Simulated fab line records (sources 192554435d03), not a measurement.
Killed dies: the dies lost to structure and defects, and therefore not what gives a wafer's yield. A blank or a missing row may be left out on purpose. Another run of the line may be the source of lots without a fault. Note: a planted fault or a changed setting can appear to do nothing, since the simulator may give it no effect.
A struck lot beside a sound one | flow n5-finfet | 21 out of 1938 route steps
Sound: wafers L913.2, L913.3, L913.6. Struck: wafer L924.3. (L924.1, L924.5 of the same lot were not struck and are left out.) The cause comes at the end.
For every step that has rows: the tool of each side, followed by ch and its chambers, followed by its first start. Under that, the readings that differ: sound wafers | struck wafers | difference of the means | sigmas: that difference in standard deviations of wafers without a fault.
alike: a reading whose means differ by less than 2 such deviations, as well as words and numbers matching on both sides. not compared: withheld readings; readings where some wafer has no value; bounds like >300 that might hide an equal value; numbers whose values overlap and for which the record gives no deviation.
Wherever a step has rows on one side only, a row that says differs or no value, or a row with sigmas, the two part there. When numbers do not overlap yet have no deviation, they are printed without sigmas and do not part them. Lack of a reading on every wafer of one side parts them only where that side has two or more wafers.

first, 6 steps without rows for these wafers: N5_MOL_CONTACT_COAG_COAT_02 (resist thk 30 nm); N5_MOL_CONTACT_COAG_EBR_04; N5_MOL_CONTACT_COAG_SOFTBAKE_03 (time 60 s); N5_MOL_CONTACT_COAG_EXPOSE_05 (exposes mask CA, defocus 0 nm); N5_MOL_CONTACT_COAG_PEB_06 (peb time 60 s); N5_MOL_CONTACT_COAG_DEVELOP_07 (develop time 30 s).
N5_MOL_CONTACT_COAG_CD_MEAS_08: target cd 28 nm.
  sound on cd-sem-02 ch 0, day 5 14:35; struck on cd-sem-03 ch 0, day 8 12:51
  alike: cd-nm
N5_MOL_CONTACT_COAG_OVL_MEAS_09:
  sound on overlay-02 ch 0, day 5 14:37; struck on overlay-02 ch 0, day 8 12:53
  reading     | sound         | struck | difference | sigmas
  CA_OVL (nm) | -0.5 0.1 -1.1 | -1.9   | -1.4       | -2
N5_MOL_CONTACT_COAG_INSPECT_10: inspects for defects (brightfield).
  sound on defect-inspect-02 at day 5 14:40; struck on defect-inspect-01 at day 8 12:56
  alike: raw-defect-count
N5_MOL_CONTACT_COAG_DESCUM_13: chemistry O2, time 7 s.
  sound on rie-diel-04 ch 1,2,3, day 5 14:50; struck on rie-diel-04 ch 1, day 8 13:02
  alike: drypump-motor-current-A, oes-product-au, rf-vpp-V, showerhead-plenum-p-Torr, throttle-valve-pct
  not compared: rf-hours-counter-h
then, 1 step without rows for these wafers: N5_MOL_CONTACT_COAG_ETCH_59 (etches underlayer in N2/H2, target depth 13 nm, time 10.4 s).
N5_MOL_CONTACT_COAG_ETCH_105: etches SiARC in CF4, target depth 15.6 nm, time 26 s.
  sound on rie-diel-04 ch 1,2,3, day 5 14:54; struck on rie-diel-04 ch 1, day 8 13:05
  alike: drypump-motor-current-A, etch-rf-on-time-s, oes-product-au, rf-vpp-V, showerhead-plenum-p-Torr, throttle-valve-pct
  not compared: rf-hours-counter-h
N5_MOL_CONTACT_COAG_ETCH_106: etches SOC in N2/H2, target depth 80 nm, overetch 16 nm, time 120 s.
  sound on rie-diel-04 ch 1,2,3, day 5 14:56; struck on rie-diel-04 ch 1, day 8 13:07
  reading                                              | sound       | struck | difference | sigmas
  model.SiARC_of_MOL_CONTACT_COAG_COAT_104.thk-nm (nm) | 6.4 6.2 6.6 | 4.2    | -2.2       |
  model.MOL_CONTACT_COAG.cd-offset-nm (nm)             | 0.4 0.4 0.8 | 1      | +0         |
  alike: drypump-motor-current-A, oes-product-au, rf-vpp-V, showerhead-plenum-p-Torr, throttle-valve-pct
  not compared: rf-hours-counter-h
then, 2 steps without rows for these wafers: N5_MOL_CONTACT_COAG_STRIP_107 (strips in N2/H2); N5_MOL_CONTACT_COAG_STRIP_108 (strips in N2/H2).
N5_MOL_CONTACT_COAG_CONTACT_ETCH_14: etches SiO2 in C4F6/O2, target depth 27.5 nm, overetch 8.5 nm, time 20 s.
  sound on rie-diel-04 ch 1,2,3, day 5 15:02; struck on rie-diel-04 ch 1, day 8 13:13
  alike: drypump-motor-current-A, oes_o_777_au, oes-product-au, rf-vpp-V, showerhead-plenum-p-Torr, throttle-valve-pct
  not compared: rf-hours-counter-h
then, 1 step without rows for these wafers: N5_MOL_CONTACT_COAG_STRIP_109 (strips in C4F6/O2).
N5_MOL_CONTACT_COAG_ETCH_15: etches SiNx in CH3F/O2, stops on Si:P, target depth 7 nm.
  sound on rie-diel-04 ch 1,2,3, day 5 15:04; struck on rie-diel-04 ch 1, day 8 13:16
  alike: drypump-motor-current-A, oes_o_777_au, oes-product-au, rf-vpp-V, showerhead-plenum-p-Torr, throttle-valve-pct
  not compared: rf-hours-counter-h
N5_MOL_CONTACT_COAG_ETCH_110: etches Si in CF4/O2, target depth 2.5 nm, time 8 s.
  sound on rie-diel-04 ch 1,2,3, day 5 15:07; struck on rie-diel-04 ch 1, day 8 13:19
  reading                                  | sound     | struck | difference | sigmas
  model.MOL_CONTACT_COAG.cd-offset-nm (nm) | 0.4 0.6 1 | 1.2    | +0.5       |
  alike: drypump-motor-current-A, oes_o_777_au, oes-product-au, rf-vpp-V, showerhead-plenum-p-Torr, throttle-valve-pct
  not compared: rf-hours-counter-h
N5_MOL_CONTACT_COAG_STRIP_98: strips in N2/H2.
  sound on rie-diel-04 ch 1,2,3, day 5 15:10; struck on rie-diel-04 ch 1, day 8 13:22
  alike: drypump-motor-current-A, oes-product-au, rf-vpp-V, showerhead-plenum-p-Torr, throttle-valve-pct
  not compared: rf-hours-counter-h
-- here the record skips 4 days between the struck wafers' starts before and after, leaving off in module MOL_CONTACT_COAG and picking up in module BEOL_M4 (first step shown: number 1111 of the route) --
N5_BEOL_M4_RC_MEAS_101:
  sound on prober-01 ch 0, day 9 03:59; struck on prober-02 ch 0, day 12 20:53
  alike: DIBL_N, DIBL_P, IOFF_N, IOFF_P, ION_N, ION_P, SS_N, SS_P, VT_N, VT_P

## WHERE THEY PART
Only at N5_MOL_CONTACT_COAG_OVL_MEAS_09, as far as this record shows. Later steps at which nothing parts them and some readings are alike: N5_MOL_CONTACT_COAG_INSPECT_10, N5_MOL_CONTACT_COAG_DESCUM_13, N5_MOL_CONTACT_COAG_ETCH_105, N5_MOL_CONTACT_COAG_ETCH_106, N5_MOL_CONTACT_COAG_CONTACT_ETCH_14, N5_MOL_CONTACT_COAG_ETCH_15, N5_MOL_CONTACT_COAG_ETCH_110, N5_MOL_CONTACT_COAG_STRIP_98, N5_BEOL_M4_RC_MEAS_101.

WHY: what had been put in by the simulator
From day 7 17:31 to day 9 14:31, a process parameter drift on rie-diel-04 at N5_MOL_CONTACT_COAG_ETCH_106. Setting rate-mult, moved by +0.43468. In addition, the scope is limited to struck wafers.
